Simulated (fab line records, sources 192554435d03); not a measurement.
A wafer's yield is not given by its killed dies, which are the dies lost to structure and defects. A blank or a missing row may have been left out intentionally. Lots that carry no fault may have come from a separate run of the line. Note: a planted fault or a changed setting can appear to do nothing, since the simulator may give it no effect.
Matching of chambers ; flow n5 finfet ; 4 sister chambers for N5_STI_FIN_REVEAL_STRIP_24 on rie diel-06
The step strips in N2/H2, time 90 s. 14 wafers are shown with their chamber, then 7 later ones without.

WAFERS, EACH WITH ITS CHAMBER
wafer;chamber;drypump motor current A (A);showerhead plenum p Torr (Torr);oes product au (a.u.)
L889.2;3;5.27;3.48;0.72
L889.3;2;5.75;3.18;0.67
L889.6;2;5.78;3.18;0.67
L890.2;3;5.28;3.48;0.72
L890.3;0;5.58;3.61;0.98
L890.5;1;5.61;3.32;0.90
L891.1;3;5.26;3.48;0.71
L891.4;0;5.60;3.61;0.96
L891.5;3;5.27;3.48;0.71
L892.3;1;5.63;3.32;0.89
L892.5;3;5.30;3.47;0.71
L892.6;0;5.62;3.61;0.94
L898.2;2;5.77;3.58;0.95
L898.3;0;5.61;3.60;0.91

SIGNATURES (averages over the wafers above)
reading;chamber 0;chamber 1;chamber 2;chamber 3;scatter within a chamber
drypump motor current A;5.6025;5.6200;5.7667;5.2760;0.0157
showerhead plenum p Torr;3.6075;3.3200;3.3133;3.4780;0.103
oes product au;0.9475;0.8950;0.7633;0.7140;0.0742
Rule: distance of a wafer from a chamber = root of the sum over the readings of ((wafer's reading minus chamber's mean) / reading's scatter) squared. If the next closest chamber is less than 2 further off than the closest, the wafer can't be placed; otherwise it belongs to the closest. The scatter: the root of (the sum of the squares of (reading less its chamber's mean) over the shown wafers, divided by (wafers less chambers)).

WAFERS MISSING THEIR CHAMBER
wafer;drypump motor current A (A);showerhead plenum p Torr (Torr);oes product au (a.u.)
L898.5;5.62;3.31;0.87
L899.1;5.77;3.58;0.94
L899.4;5.60;3.60;0.90
L899.6;5.58;3.60;0.90
L900.2;5.77;3.58;0.93
L900.3;5.30;3.46;0.71
L900.6;5.30;3.46;0.70

WHICH CHAMBER EACH ONE RAN IN
wafer;from the rows above;in truth
L898.5;1;1
L899.1;2;2
L899.4;0;0
L899.6;0;0
L900.2;2;2
L900.3;3;3
L900.6;3;3
Correctly placed: 7 of 7. Can't be placed from these rows: 0. Wrongly placed: 0.
